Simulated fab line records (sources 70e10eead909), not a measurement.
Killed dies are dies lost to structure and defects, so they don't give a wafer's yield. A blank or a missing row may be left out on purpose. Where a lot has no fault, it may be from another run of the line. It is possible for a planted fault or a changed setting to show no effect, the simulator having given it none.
A struck lot beside a sound one + flow nand harc + 15 out of 1159 route steps
Sound: these wafers, L470.2, L470.3, L470.5. Struck: wafers L483.2, L483.3, L483.6. Last of all comes the cause.
Per side, at each step with rows, come the tool, then ch with its chambers, and then its first start. Under that, the readings that differ: sound wafers + struck wafers + difference of the means + sigmas: that difference in standard deviations of wafers without a fault.
alike: readings whose means differ by less than 2 such deviations, and words and numbers that are the same on both sides. not compared: withheld readings, readings that some wafer has no value for, bounds like >300 that may hide the same value, and numbers for which the record gives no deviation and whose values overlap.
Wherever a step has rows on one side only, a row that says differs or no value, or a row with sigmas, the two part there. Non-overlapping numbers with no deviation appear without sigmas and do not part them. Lack of a reading on every wafer of one side parts them only where that side has two or more wafers.

first, 5 steps without rows for these wafers: NHARC_A_SGD_CUT_SOFTBAKE_04 (time 55 s); NHARC_A_SGD_CUT_EBR_05; NHARC_A_SGD_CUT_EXPOSE_06 (exposes mask SGD); NHARC_A_SGD_CUT_PEB_07 (peb time 65 s); NHARC_A_SGD_CUT_DEVELOP_08 (develop time 35 s).
NHARC_A_SGD_CUT_CD_MEAS_09: target cd 100 nm.
  sound on cd sem-03 ch 0, day 14 15:32; struck on cd sem-02 ch 0, day 17 17:32
  alike: cd nm
NHARC_A_SGD_CUT_OVL_MEAS_10:
  struck on overlay-01, day 17 17:37; sound on overlay-01, day 14 15:37
| reading           | sound       | struck         | difference | sigmas |
|-------------------|-------------|----------------|------------|--------|
| overlay x nm (nm) | 1.8 2.2 1.7 | -0.5 -0.4 -1.2 | -2.6       | -3     |
  alike: overlay y nm
NHARC_A_SGD_CUT_INSPECT_11:
  struck on defect inspect-02, day 17 17:40; sound on defect inspect-01, day 14 15:40
  alike: raw defect count
NHARC_A_SGD_CUT_DESCUM_14: chemistry O2, time 3 s.
  sound on rie diel-05 ch 1,3, day 14 15:44; struck on rie diel-05 ch 0,3, day 17 17:43
  alike: drypump motor current A, oes product au, rf vpp V, showerhead plenum p Torr, throttle valve pct
  not compared: rf hours counter h
NHARC_A_SGD_CUT_ETCH_58: etches the open film in CF4, target depth 39 nm, time 65 s.
  sound on rie diel-05 ch 1,2, day 14 15:49; struck on rie diel-05 ch 0,2,3, day 17 17:48
  alike: cf4 flow sccm, drypump motor current A, oes product au, rf vpp V, run length s, showerhead plenum p Torr, throttle valve pct
  not compared: rf hours counter h
NHARC_A_SGD_CUT_ETCH_59: etches the open film in N2/H2, target depth 260 nm, time 406.25 s.
  sound on rie diel-05 ch 0,2,3; struck on rie diel-05 ch 0,2,3
  alike: drypump motor current A, oes product au, rf vpp V, run length s, showerhead plenum p Torr, throttle valve pct
  not compared: rf hours counter h
NHARC_A_SGD_CUT_ETCH_15: etches the open film in CH3F/O2, target depth 75 nm, time 64.3 s.
  sound on rie diel-05 ch 1,2; struck on rie diel-05 ch 1,2,3
  alike: drypump motor current A, oes product au, rf vpp V, run length s, showerhead plenum p Torr, throttle valve pct
  not compared: rf hours counter h
NHARC_A_SGD_CUT_ETCH_16: etches the open film in C4F8/O2/Ar, target depth 310.5 nm, time 155.2 s.
  sound on rie diel-05 ch 0,2, day 14 16:19; struck on rie diel-05 ch 2,3, day 17 18:18
| reading          | sound             | struck            | difference | sigmas |
|------------------|-------------------|-------------------|------------|--------|
| run length s (s) | 175.8 176.6 176.6 | 164.5 164.0 163.9 | -12.2      | -28    |
  alike: oes product au, rf vpp V
  not compared: rf hours counter h
then, 1 step without rows for these wafers: NHARC_A_SGD_CUT_STRIP_60 (strips in C4F8/O2/Ar).
-- break in the record here, with 5 days between the starts of the struck wafers on either side (left off in module A_SGD_CUT, picked up again in module END, where the first step shown is number 1159 on the route) --
NHARC_END_SORT_01:
  sound on prober-01 ch 0, day 20 09:59; struck on prober-01 ch 0, day 23 00:10
| reading         | sound    | struck      | difference | sigmas |
|-----------------|----------|-------------|------------|--------|
| killed at array | 6 14 10  | 328 282 275 | +285       | +26    |
| killed dies     | 14 17 15 | 337 285 276 | +284       | +26    |
  alike: killed at other, killed at periphery, killed open, killed short

== WHERE THEY PART ==
At NHARC_A_SGD_CUT_OVL_MEAS_10 first; at NHARC_END_SORT_01 last (within this record only).

WHY: the cause the simulator had injected
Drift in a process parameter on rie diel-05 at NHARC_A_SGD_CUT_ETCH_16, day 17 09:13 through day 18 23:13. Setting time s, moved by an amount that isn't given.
